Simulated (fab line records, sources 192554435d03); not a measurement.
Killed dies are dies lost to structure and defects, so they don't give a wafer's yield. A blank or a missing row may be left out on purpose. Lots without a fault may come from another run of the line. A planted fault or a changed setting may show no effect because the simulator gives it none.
fab line records | flow n5_finfet
record lots=5 wafers=15 last_day=19
route steps=1938 shown STI_FIN_REVEAL@209 DUMMY_GATE@212 BEOL_M4@1111 PASSIVATION@1936
lots that met no fault: from a run of the same line without faults
start_h: hours from the record's first day to the start of the lot's first wafer shown | wait_h: hours since the lot's step before | " the same as in the row above | L1.1+2: a row that stands for several wafers | - no value, or no start given | * or withheld: withheld | < > ~ a bound
route shown NAME@n: a module of which the file shows steps, and the number in the route of the first | usual: mean/standard deviation of fault-free wafers | same: alike in all rows | chamber/n: place in a boat | sites: the reading at each site | _std_site: their standard deviation | _edge_site: outer sites' mean less inner sites' | radius_mm: how far each site lies from the wafer's centre | mask NAME#n: copy n | behind: the tool/chamber that last shaped the wafer | hold: why the lot was held/for how many hours/how that ended | device: the transistor (n, p or np) that didn't switch | end of line: the same wafers' tests at the end of the route | a step without rows: its recipe alone | killed: dies lost to structure and defects at the first sort, not the wafer's yield | map: a wafer's dies, x killed, . not, _ none there
set.NAME: the setting as run; set.NAME@STEP: as run at that earlier step | model.NAME: the simulator's own value behind a step, which no gauge read
lots at some steps of the route; a table a step, a row a wafer
services: from which hour (start_h, from the record's first day; less than 0 if before it) a tool's chamber was out of use, for how many hours, and why
## steps
# step N5_STI_FIN_REVEAL_PRECLEAN_18
# recipe chemistry=SC2 time_s=45 temp_c=35 mix=1:1:50
# step N5_STI_FIN_REVEAL_SRD_28
# recipe dry=ipa_marangoni time_s=30 temp_c=23 rinse_liquid=diw
# step N5_STI_FIN_REVEAL_INSPECT_13
# recipe inspect_instrument=darkfield mode=post_clean
# usual raw_defect_count=11/5.3
# columns lot.wafer tool chamber start_h wait_h raw_defect_count
L477.1 defect_inspect-01 - 105.35 0.0 8
L477.2 " - " " 10
L477.5 " - " " 10
L480.2 defect_inspect-02 - 120.87 0.0 5
L480.4 " - " " 12
L480.5 " - " " 14
L481.1 defect_inspect-01 - 127.22 0.0 12
L481.4 " - " " 13
L481.6 " - " " 17
L484.1 defect_inspect-01 - 146.19 0.0 9
L484.2 " - " " 14
L484.6 " - " " 31
L488.3 defect_inspect-01 - 169.24 0.0 4
L488.5 " - " " 10
L488.6 " - " " 11
# step N5_DUMMY_GATE_PRECLEAN_00
# recipe chemistry=O3/DIW time_s=60 temp_c=22 o3_ppm=10
# step N5_DUMMY_GATE_SRD_01
# recipe time_s=30 temp_c=23 rinse_liquid=diw dry=ipa_marangoni
# step N5_DUMMY_GATE_ALD_02
# recipe material=SiO2 target_thk_a=20 temp_c=300 ald_precursor_family=BDEAS ald_co_reactant=O2-plasma pulse_time_s=1 pressure_torr=2
# step N5_DUMMY_GATE_CVD_03
# recipe material=a-Si target_thk_a=1500 temp_c=530 precursor=SiH4 time_s=8042
# step N5_DUMMY_GATE_PRECLEAN_46
# recipe chemistry=DIW time_s=89.5 temp_c=23
# step N5_DUMMY_GATE_SRD_47
# recipe dry_time_s=32 dry=n2_spin spin_rpm=1500
# step N5_DUMMY_GATE_CMP_04
# recipe material=a-Si post_cmp_clean=alkaline_brush
# step N5_DUMMY_GATE_THK_MEAS_05
# usual thk_nm=71.9/1
# columns lot.wafer tool chamber start_h wait_h thk_nm
L477.1 film_metro-01 - 110.04 0.2 71.7
L477.2 " - " " 72.0
L477.5 " - " " 70.7
L480.2 film_metro-01 - 127.31 0.2 72.2
L480.4 " - " " 72.6
L480.5 " - " " 71.6
L481.1 film_metro-02 - 135.39 0.2 72.1
L481.4 " - " " 72.2
L481.6 " - " " 72.7
L484.1 film_metro-02 - 150.38 0.1 72.9
L484.2 " - " " 71.9
L484.6 " - " " 72.8
L488.3 film_metro-01 - 173.41 0.2 71.9
L488.5 " - " " 72.2
L488.6 " - " " 71.8
# step N5_DUMMY_GATE_HM_DEP_06
# recipe material=SiNx target_thk_a=800 precursor=DCS/NH3 temp_c=700 pressure_mtorr=300 time_s=5141
# step N5_DUMMY_GATE_PECVD_30
# recipe material=SiO2 target_thk_a=550 temp_c=400 precursor=TEOS/O2 pressure_torr=6.5 rf_w=withheld teos_flow_sccm=withheld gas=O2 flow_sccm=2650 time_s=10.8
# columns lot.wafer tool chamber start_h wait_h model.SiO2_of_DUMMY_GATE_PECVD_30.thk_nm
L477.1 pecvd-02 2 115.98 0.0 56
L477.2 " 0 " " 54.2
L477.5 " 0 " " 70.6
L480.2 pecvd-03 0 133.23 0.0 54
L480.4 " 0 " " 54.8
L480.5 " 2 " " 55.8
L481.1 pecvd-04 2 141.32 0.0 55
L481.4+6 " 2,1 " " 56
L484.1 pecvd-03 2 154.35 0.0 55.2
L484.2 " 1 " " 54.2
L484.6 " 2 " " 55.6
L488.3+6 pecvd-02 1 177.40 0.1 55.2
L488.5 " 0 " " 56
# step N5_DUMMY_GATE_COAT_34
# recipe resist=SOC temp_c=250 time_s=60 spin_rpm=1500 resist_thk_nm=60
# step N5_DUMMY_GATE_COAT_35
# recipe resist=SiARC temp_c=220 time_s=60 spin_rpm=1500 resist_thk_nm=10
# step N5_DUMMY_GATE_COAT_28
# recipe resist=underlayer temp_c=205 time_s=60 spin_rpm=1500 resist_thk_nm=10
# step N5_DUMMY_GATE_COAT_09
# recipe resist=CAR-EUV spin_rpm=1500 resist_thk_nm=30
# step N5_DUMMY_GATE_EBR_11
# recipe solvent=PGMEA ebr_width_mm=1.5
# step N5_DUMMY_GATE_SOFTBAKE_10
# recipe temp_c=110 time_s=60 resist=CAR-EUV
# step N5_DUMMY_GATE_EXPOSE_12
# recipe mask_id=GATE na=0.33 source_shape=annular sigma_inner=0.2 sigma_outer=0.6 polarization=unpolarized target_cd_nm=25 dose_mj=34
# step N5_DUMMY_GATE_PEB_13
# recipe peb_temp_c=100 peb_time_s=60 resist=CAR-EUV
# step N5_DUMMY_GATE_DEVELOP_14
# recipe develop_time_s=30 developer=TMAH resist=CAR-EUV rinse_liquid=surfactant_rinse dry=air_spin dev_temp_c=23
# step N5_DUMMY_GATE_CD_MEAS_15
# recipe target_cd_nm=25.8 landing_energy_ev=500 detector=se_inlens
# usual cd_nm=24.99/0.23
# same landing_energy_ev=500
# columns lot.wafer tool chamber start_h wait_h cd_nm
L477.1 cd_sem-01 0 116.42 - 25.20
L477.2 " 0 " " 25.18
L477.5 " 0 " " 25.27
L480.2 cd_sem-02 0 133.55 - 25.12
L480.4 " 0 " " 24.50
L480.5 " 0 " " 24.91
L481.1 cd_sem-01 0 141.76 - 24.99
L481.4 " 0 " " 24.62
L481.6 " 0 " " 25.26
L484.1 cd_sem-01 0 154.81 - 25.09
L484.2 " 0 " " 24.83
L484.6 " 0 " " 24.74
L488.3 cd_sem-03 0 177.72 - 24.97
L488.5 " 0 " " 25.05
L488.6 " 0 " " 24.93
# step N5_DUMMY_GATE_OVL_MEAS_16
# recipe points_per_wafer=522
# usual GATE_OVL=0.2/0.66
# columns lot.wafer tool chamber start_h wait_h GATE_OVL[nm]
L477.1 overlay-02 0 116.46 0.0 1.0
L477.2 " 0 " " 0.9
L477.5 " 0 " " 0.6
L480.2 overlay-01 0 133.60 0.0 0.4
L480.4 " 0 " " 1.2
L480.5 " 0 " " 0.8
L481.1 overlay-02 0 141.80 0.0 -0.5
L481.4 " 0 " " 0.0
L481.6 " 0 " " -0.5
L484.1 overlay-02 0 154.85 0.0 0.1
L484.2 " 0 " " 0.5
L484.6 " 0 " " 0.9
L488.3 overlay-01 0 177.77 0.0 0.2
L488.5 " 0 " " -0.1
L488.6 " 0 " " 0.5
# step N5_DUMMY_GATE_INSPECT_17
# recipe mode=adi inspect_instrument=brightfield
# usual raw_defect_count=195/49
# columns lot.wafer tool chamber start_h wait_h raw_defect_count
L477.1 defect_inspect-02 - 116.52 0.1 199
L477.2 " - " " 182
L477.5 " - " " 247
L480.2 defect_inspect-02 - 133.65 0.0 201
L480.4 " - " " 154
L480.5 " - " " 164
L481.1 defect_inspect-02 - 141.86 0.1 142
L481.4 " - " " 191
L481.6 " - " " 212
L484.1 defect_inspect-02 - 154.91 0.1 248
L484.2 " - " " 207
L484.6 " - " " 184
L488.3 defect_inspect-02 - 177.82 0.0 128
L488.5 " - " " 283
L488.6 " - " " 180
# step N5_DUMMY_GATE_DESCUM_20
# recipe chemistry=O2 time_s=6.2 source_power_w=50 bias_power_w=20 pressure_mtorr=20 rf_frequency_hz=2.712e+07 temp_c=40 resist=CAR-EUV o2_flow_sccm=225
# step N5_DUMMY_GATE_ETCH_29
# recipe chemistry=N2/H2 target=underlayer target_depth_a=130 ion_energy_ev=200 pressure_mtorr=30 source_w=840 bias_w=150 n2_flow_sccm=200 h2_flow_sccm=200
# usual drypump_motor_current_A=5.5/0.44 oes_product_au=0.75/0.076 rf_vpp_V=524.6/2.6 showerhead_plenum_p_Torr=2.56/0.094 throttle_valve_pct=17.74/0.15
# columns lot.wafer tool chamber start_h wait_h drypump_motor_current_A oes_product_au rf_hours_counter_h rf_vpp_V showerhead_plenum_p_Torr throttle_valve_pct
L477.1 rie_diel-02 1 116.62 0.0 6.4 0.78 109 520.7 2.44 17.83
L477.2 " 2 " " 5.6 0.75 163 527.2 2.64 17.75
L477.5 " 3 " " 6.1 0.74 - 522.0 2.41 17.66
L480.2 rie_diel-03 3 133.75 0.0 5.2 0.86 39 525.3 2.60 17.69
L480.4 " 0 " " 5.1 0.75 183 525.0 2.62 17.77
L480.5 " 1 " " 6.3 0.70 - 522.0 2.49 17.71
L481.1 rie_diel-05 1 141.96 0.0 5.4 0.90 38 528.6 2.69 17.45
L481.4 " 0 " " 5.5 0.71 239 522.5 2.51 18.08
L481.6 " 3 " " 5.0 0.70 - 526.5 2.59 17.67
L484.1 rie_diel-03 3 155.01 0.0 5.2 0.85 46 526.4 2.59 17.71
L484.2 " 2 " " 5.6 0.66 226 525.5 2.62 17.83
L484.6 " 0 " " 5.1 0.75 - 526.1 2.62 17.77
L488.3 rie_diel-02 1 177.91 0.0 6.5 0.77 124 521.9 2.44 17.86
L488.5 " 1 " " 6.4 0.77 - 522.1 2.44 17.86
L488.6 " 2 " " 5.6 0.73 - 528.3 2.64 17.77
# step N5_DUMMY_GATE_ETCH_36
# recipe chemistry=CF4 target=SiARC target_depth_a=130 pressure_mtorr=40 source_w=545 bias_w=36 Ar_flow_sccm=100 cf4_flow_sccm=100 ion_energy_ev=80
# usual drypump_motor_current_A=5.5/0.43 oes_product_au=0.75/0.075 rf_vpp_V=184.3/1.1 showerhead_plenum_p_Torr=2.16/0.068 throttle_valve_pct=15.56/0.17
# columns lot.wafer tool chamber start_h wait_h drypump_motor_current_A oes_product_au rf_hours_counter_h rf_vpp_V showerhead_plenum_p_Torr throttle_valve_pct
L477.1 rie_diel-02 1 116.66 0.0 6.4 0.79 109 183.1 2.09 15.73
L477.2 " 2 " " 5.6 0.74 163 185.0 2.21 15.37
L477.5 " 3 " " 6.0 0.75 - 184.3 2.07 15.71
L480.2 rie_diel-03 3 133.79 0.0 5.1 0.85 39 184.6 2.19 15.36
L480.4 " 0 " " 5.1 0.74 183 185.6 2.21 15.61
L480.5 " 1 " " 6.4 0.69 - 183.3 2.11 15.54
L481.1 rie_diel-05 1 142.00 0.0 5.4 0.90 38 184.8 2.27 15.31
L481.4 " 0 " " 5.5 0.71 239 182.9 2.11 15.87
L481.6 " 3 " " 4.9 0.70 - 185.0 2.20 15.63
L484.1 rie_diel-03 3 155.05 0.0 5.1 0.84 46 184.4 2.18 15.38
L484.2 " 2 " " 5.6 0.66 226 186.1 2.18 15.51
L484.6 " 0 " " 5.1 0.73 - 184.4 2.21 15.63
L488.3 rie_diel-02 1 177.95 0.0 6.4 0.76 124 182.8 2.08 15.78
L488.5 " 1 " " 6.4 0.76 - 182.2 2.08 15.78
L488.6 " 2 " " 5.6 0.72 - 185.2 2.20 15.43
# step N5_DUMMY_GATE_ETCH_37
# recipe chemistry=N2/H2 target=SOC target_depth_a=600 overetch_a=300 temp_c=40 ion_energy_ev=200 pressure_mtorr=30 source_w=840 bias_w=150 n2_flow_sccm=200 h2_flow_sccm=200
# step N5_DUMMY_GATE_STRIP_38
# recipe chemistry=N2/H2 temp_c=40 n2_flow_sccm=200 h2_flow_sccm=200 rf_frequency_hz=6e+07
# step N5_DUMMY_GATE_STRIP_39
# recipe chemistry=N2/H2 temp_c=40 n2_flow_sccm=200 h2_flow_sccm=200 rf_frequency_hz=6e+07
# step N5_DUMMY_GATE_TRIM_49
# recipe chemistry=O2 resist=SOC time_s=29 target_cd_nm=14 source_power_w=300 bias_power_w=0 O2_flow_sccm=100 temp_c=20
# usual drypump_motor_current_A=6.0/0.38 oes_product_au=1.008/0.02 temp_c=19.99/0.12 throttle_valve_pct=8.18/0.18
# columns lot.wafer tool chamber start_h wait_h drypump_motor_current_A oes_product_au rf_hours_counter_h temp_c throttle_valve_pct
L477.1 rie_si-06 1 116.78 0.0 6.1 1.002 34 20.23 7.86
L477.2 " 0 " " 5.6 1.001 89 20.00 8.01
L477.5 " 3 " " 6.3 0.996 - 20.15 8.16
L480.2 rie_si-04 2 133.91 0.0 6.4 1.009 111 19.92 8.17
L480.4 " 1 " " 6.3 1.015 - 20.18 8.27
L480.5 " 2 " " 6.3 1.014 - 19.91 8.16
L481.1 rie_si-03 1 142.12 0.0 6.4 1.026 27 19.96 8.06
L481.4 " 3 " " 6.0 1.025 84 19.72 8.46
L481.6 " 2 " " 6.5 0.962 - 19.87 8.06
L484.1 rie_si-03 1 155.17 0.0 6.4 1.030 27 20.19 8.06
L484.2 " 2 " " 6.6 0.969 8 19.98 8.05
L484.6 " 3 " " 6.0 1.016 - 19.67 8.46
L488.3 rie_si-03 2 178.08 0.0 6.5 0.963 9 20.06 8.03
L488.5 " 3 " " 6.0 1.017 - 20.01 8.45
L488.6 " 0 " " 5.3 1.026 - 19.98 8.17
# step N5_DUMMY_GATE_STRIP_40
# recipe chemistry=CF4 resist=SiARC power_w=300 bias_power_w=75 pressure_mtorr=50 cf4_flow_sccm=150 rf_frequency_hz=6e+07
# step N5_DUMMY_GATE_CD_MEAS_50
# recipe target_cd_nm=14
# usual cd_nm=14.0/0.34
# columns lot.wafer tool chamber start_h wait_h cd_nm
L477.1 cd_sem-01 - 116.93 0.0 14.1
L477.2 " - " " 13.4
L477.5 " - " " 14.3
L480.2 cd_sem-03 - 134.17 0.0 14.2
L480.4 " - " " 14.1
L480.5 " - " " 13.8
L481.1 cd_sem-02 - 142.36 0.0 14.0
L481.4 " - " " 14.0
L481.6 " - " " 14.2
L484.1 cd_sem-01 - 155.32 0.0 13.7
L484.2 " - " " 13.9
L484.6 " - " " 13.9
L488.3 cd_sem-02 - 178.23 0.0 14.1
L488.5 " - " " 14.7
L488.6 " - " " 14.1
# step N5_DUMMY_GATE_ETCH_31
# recipe chemistry=C4F6/O2 target=SiO2 mask_material=SOC target_depth_a=825 time_s=27.5 ion_energy_ev=250 pressure_mtorr=30 source_w=345 bias_w=185 Ar_flow_sccm=300 C4F6_flow_sccm=10 O2_flow_sccm=10
# usual drypump_motor_current_A=5.6/0.46 oes_product_au=0.75/0.069 rf_vpp_V=675/8 showerhead_plenum_p_Torr=2.87/0.096 throttle_valve_pct=21.07/0.17
# columns lot.wafer tool chamber start_h wait_h drypump_motor_current_A oes_product_au rf_hours_counter_h rf_vpp_V showerhead_plenum_p_Torr throttle_valve_pct
L477.1 rie_diel-02 1 116.98 0.0 6.4 0.78 109 670 2.77 21.30
L477.2 " 3 " " 6.0 0.75 168 665 2.74 21.22
L477.5 " 2 " " 5.6 0.75 - 673 2.93 20.80
L480.2 rie_diel-02 2 134.36 0.2 5.6 0.74 170 674 2.92 20.81
L480.4 " 3 " " 6.0 0.74 175 666 2.74 21.23
L480.5 " 1 " " 6.4 0.78 - 670 2.76 21.31
L481.1 rie_diel-02 1 142.41 0.0 6.4 0.79 116 672 2.76 21.30
L481.4 " 2 " " 5.5 0.74 172 674 2.92 20.81
L481.6 " 3 " " 6.0 0.74 - 664 2.74 21.23
L484.1 rie_diel-03 3 155.37 0.0 5.2 0.86 46 686 2.92 21.06
L484.2 " 0 " " 5.1 0.73 190 684 2.93 21.10
L484.6 " 0 " " 5.1 0.73 - 685 2.93 21.08
L488.3 rie_diel-03 0 178.28 0.0 5.1 0.73 199 683 2.92 21.10
L488.5 " 0 " " 5.1 0.73 - 684 2.92 21.09
L488.6 " 2 " " 5.7 0.67 - 678 2.90 20.97
# step N5_DUMMY_GATE_STRIP_41
# recipe chemistry=O2 power_w=400 temp_c=40 pressure_mtorr=30 rf_frequency_hz=6e+07 bias_power_w=0 overash_fraction=0.3 o2_flow_sccm=225
# step N5_DUMMY_GATE_HM_OPEN_21
# recipe chemistry=CH3F/O2 target=SiNx target_depth_a=1200 Ar_flow_sccm=150 CH3F_flow_sccm=30 O2_flow_sccm=23 time_s=171.4 pressure_mtorr=30 source_w=395 bias_w=73 ion_energy_ev=120.7
# step N5_DUMMY_GATE_ETCH_32
# recipe chemistry=CF4 target=SiO2 target_depth_a=35 time_s=3.9 ion_energy_ev=350 pressure_mtorr=10 icp_w=800 bias_w=400 cf4_flow_sccm=80
# usual drypump_motor_current_A=6.0/0.38 oes_product_au=0.997/0.029 throttle_valve_pct=21.86/0.28
# columns lot.wafer tool chamber start_h wait_h drypump_motor_current_A oes_product_au rf_hours_counter_h throttle_valve_pct
L477.1 rie_si-04 2 117.23 0.1 6.3 0.998 110 21.72
L477.2 " 0 " " 5.8 0.972 156 22.24
L477.5 " 1 " " 6.3 1.001 - 22.14
L480.2 rie_si-03 2 134.62 0.1 6.6 0.951 8 21.69
L480.4 " 0 " " 5.3 1.050 - 21.97
L480.5 " 2 " " 6.5 0.955 - 21.69
L481.1 rie_si-03 0 142.65 0.1 5.3 1.044 59 21.95
L481.4 " 2 " " 6.5 0.955 8 21.69
L481.6 " 2 " " 6.5 0.950 - 21.69
L484.1 rie_si-04 2 155.62 0.1 6.4 0.992 111 21.71
L484.2 " 1 " " 6.3 1.000 42 22.12
L484.6 " 3 " " 5.8 1.004 - 22.01
L488.3 rie_si-04 3 178.52 0.1 5.8 0.997 0 21.99
L488.5 " 3 " " 5.8 0.995 - 21.99
L488.6 " 2 " " 6.3 0.989 - 21.72
# step N5_DUMMY_GATE_ETCH_23
# recipe chemistry=HBr/Cl2/O2 HBr_flow_sccm=150 Cl2_flow_sccm=80 O2_flow_sccm=12 bias_w=102 target_depth_a=410 time_s=22.3 target=poly-Si mask_material=SiO2 pressure_mtorr=10 icp_w=800
# step N5_DUMMY_GATE_ETCH_44
# recipe chemistry=HBr/O2 over_etch_frac=0.7 target_depth_a=1275 stop_on=SiO2 ion_energy_ev=60 bias_w=20 target=poly-Si mask_material=SiO2 pressure_mtorr=20 icp_w=400 HBr_flow_sccm=120 O2_flow_sccm=10
# usual drypump_motor_current_A=6.0/0.38 oes_product_au=0.730/0.015 throttle_valve_pct=18.56/0.28
# columns lot.wafer tool chamber start_h wait_h drypump_motor_current_A oes_product_au rf_hours_counter_h throttle_valve_pct model.SiO2_of_DUMMY_GATE_PECVD_30.thk_nm
L477.1 rie_si-04 2 117.32 0.0 6.3 0.718 110 18.47 39.2
L477.2 " 0 " " 5.8 0.728 156 19.00 37.6
L477.5 " 1 " " 6.3 0.741 - 18.67 53.8
L480.2 rie_si-03 2 134.71 0.0 6.5 0.709 8 18.47 37.6
L480.4 " 0 " " 5.3 0.745 - 18.72 37.6
L480.5 " 2 " " 6.5 0.700 - 18.46 39
L481.1 rie_si-03 0 142.74 0.0 5.3 0.748 59 18.73 37.8
L481.4 " 2 " " 6.5 0.699 8 18.45 39.2
L481.6 " 2 " " 6.5 0.707 - 18.46 39.2
L484.1 rie_si-04 2 155.71 0.0 6.3 0.739 111 18.46 38
L484.2 " 1 " " 6.3 0.741 42 18.68 37.2
L484.6 " 3 " " 5.8 0.733 - 18.50 38.4
L488.3 rie_si-04 3 178.61 0.0 5.8 0.733 0 18.49 38
L488.5 " 3 " " 5.8 0.738 - 18.48 39
L488.6 " 2 " " 6.4 0.736 - 18.47 38.6
# step N5_DUMMY_GATE_CD_MEAS_24
# recipe target_cd_nm=15
# usual cd_nm=15.0/0.37
# columns lot.wafer tool chamber start_h wait_h cd_nm
L477.1 cd_sem-03 - 117.43 0.1 15.1
L477.2 " - " " 14.5
L477.5 " - " " 15.5
L480.2 cd_sem-01 - 134.82 0.1 15.4
L480.4 " - " " 14.8
L480.5 " - " " 15.1
L481.1 cd_sem-01 - 142.85 0.1 15.1
L481.4 " - " " 15.0
L481.6 " - " " 15.2
L484.1 cd_sem-01 - 155.82 0.1 14.5
L484.2 " - " " 15.0
L484.6 " - " " 14.6
L488.3 cd_sem-02 - 178.73 0.1 15.4
L488.5 " - " " 15.8
L488.6 " - " " 15.0
# step N5_BEOL_M4_RC_MEAS_101
# usual DIBL_N=36.0/1.9 DIBL_P=35.6/2.2 IOFF_N=0.15/0.031 IOFF_P=0.19/0.032 ION_N=668/11 ION_P=455/7.2 SS_N=71.5/0.65 SS_P=73.4/0.64 VT_N=251/3.6 VT_P=-253/3.3
# columns lot.wafer tool chamber start_h wait_h DIBL_N[mV/V] DIBL_P[mV/V] IOFF_N[nA/um] IOFF_P[nA/um] ION_N[uA/um] ION_P[uA/um] SS_N[mV/dec] SS_P[mV/dec] VT_N[mV] VT_P[mV]
L477.1 prober-02 0 292.04 0.0 35.0 32.8 0.13 0.16 653 449 71.0 73.1 254 -253
L477.2 " 0 " " 36.5 34.8 0.16 0.19 683 461 71.6 74.3 249 -251
L477.5 " 0 " " 33.8 31.3 0.12 0.15 658 451 69.9 72.9 251 -254
L480.2 prober-02 0 298.07 0.2 36.8 36.6 0.16 0.18 682 467 70.8 73.8 248 -251
L480.4 " 0 " " 38.3 38.6 0.19 0.22 688 470 72.1 73.6 248 -250
L480.5 " 0 " " 37.0 35.9 0.15 0.18 676 461 71.0 73.6 248 -253
L481.1 prober-01 0 305.61 0.0 37.3 40.1 0.18 0.23 659 450 72.7 75.0 249 -251
L481.4 " 0 " " 36.8 37.6 0.17 0.18 673 447 71.9 72.8 249 -256
L481.6 " 0 " " 33.6 34.6 0.13 0.15 657 451 71.3 72.6 253 -257
L484.1 prober-02 0 313.66 0.0 39.0 37.8 0.18 0.21 668 457 71.8 74.2 249 -252
L484.2 " 0 " " 36.6 35.2 0.15 0.18 674 453 70.4 73.2 252 -253
L484.6 " 0 " " 36.7 35.5 0.15 0.18 682 458 71.2 73.5 252 -255
L488.3 prober-02 0 334.02 0.3 31.3 31.4 0.09 0.12 643 437 70.9 73.3 258 -261
L488.5 " 0 " " 30.9 31.4 0.09 0.12 644 437 71.8 72.3 260 -263
L488.6 " 0 " " 33.4 34.2 0.12 0.14 659 441 71.5 73.0 257 -262
# step N5_PASSIVATION_PROBE_49
# usual defect_limited_yield=91.3/1.4 killed_at_M0_to_M3=34/10 killed_at_M4_up=14/5.5 killed_at_contacts=12/6 killed_at_front_end=40/10 killed_at_other=3.0/2.4 killed_dies=103/17 killed_open=68/13 killed_short=34/7.8 sort_bin_5_function=5.1/0.97 sort_bin_6_memory=3.3/0.66 sort_bin_8_speed=0.02/0.12 sort_n_pass=1077/17 sort_yield_pct=91.2/1.4
# same gross_dies=1180 killed_at_back_side=0 sort_bin_4_leakage[%]=0
# columns lot.wafer tool chamber start_h wait_h defect_limited_yield[%] killed_at_M0_to_M3 killed_at_M4_up killed_at_contacts killed_at_front_end killed_at_other killed_dies killed_open killed_short sort_bin_5_function[%] sort_bin_6_memory[%] sort_bin_8_speed[%] sort_n_pass sort_yield_pct[%]
L484.6 prober-01 - 422.32 0.3 89.4 34 6 17 67 1 125 91 29 5.7 4.2 0 1055 89.4
# killed by level:class
L484.6 FIN_SAQP:geometric_particle:open=18 DUMMY_GATE:geometric_particle:open=13 MOL_CONTACT_COAG:geometric_particle:open=13 BEOL_M3:geometric_particle:open=10 BEOL_M1:geometric_particle:open=9 STI_FIN_REVEAL:geometric_particle:open=8 BEOL_M0_SAQP:geometric_particle:short=5 FIN_SAQP:geometric_particle:short=4
## services
# columns tool chamber start_h hours kind
pecvd-04 1 103.45 2.1 scheduled_down
rie_si-06 2 107.15 - clean
rie_si-06 2 107.15 15.1 scheduled_down
rie_diel-03 - 107.77 2.8 pm
rie_si-04 3 116.97 - clean
rie_si-04 3 116.97 36.6 scheduled_down
rie_si-04 3 116.97 36.6 vent_cycle
rie_diel-02 1 125.47 2.9 repair
pecvd-03 - 125.98 0.6 repair
pecvd-02 1 127.44 2.1 scheduled_down
rie_si-03 1 129.82 11.1 repair
rie_si-03 - 131.25 1.3 repair
rie_si-04 - 134.08 0.9 repair
pecvd-03 0 144.63 19.6 repair
rie_diel-05 - 154.02 2.8 pm
rie_diel-02 1 154.53 9.8 repair
rie_diel-03 1 154.81 - clean
rie_diel-03 1 154.81 - consumable_replace:focus_ring
rie_diel-03 1 154.81 34.2 scheduled_down
rie_diel-03 1 154.81 34.2 vent_cycle
rie_si-03 3 155.78 5.0 repair
pecvd-02 2 163.09 76.1 repair
rie_si-06 - 170.33 2.8 pm
rie_diel-05 3 171.94 12.6 repair
## key
first_sign none at tools or gauges
model_effect step=N5_DUMMY_GATE_PECVD_30 value=SiO2_of_DUMMY_GATE_PECVD_30.thk_nm without=55.6 struck=70.6
model_effect step=N5_DUMMY_GATE_ETCH_44 value=SiO2_of_DUMMY_GATE_PECVD_30.thk_nm without=38.8 struck=53.8
met_at N5_DUMMY_GATE_PECVD_30
struck_wafers L477.5
fault kind=process_parameter_drift tool=pecvd-02 chamber=- onset_h=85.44 steps=N5_DUMMY_GATE_PECVD_30 channel=time_s offset=* shape=step end_h=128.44 scope=struck_wafers_only acts_in=* stated=*
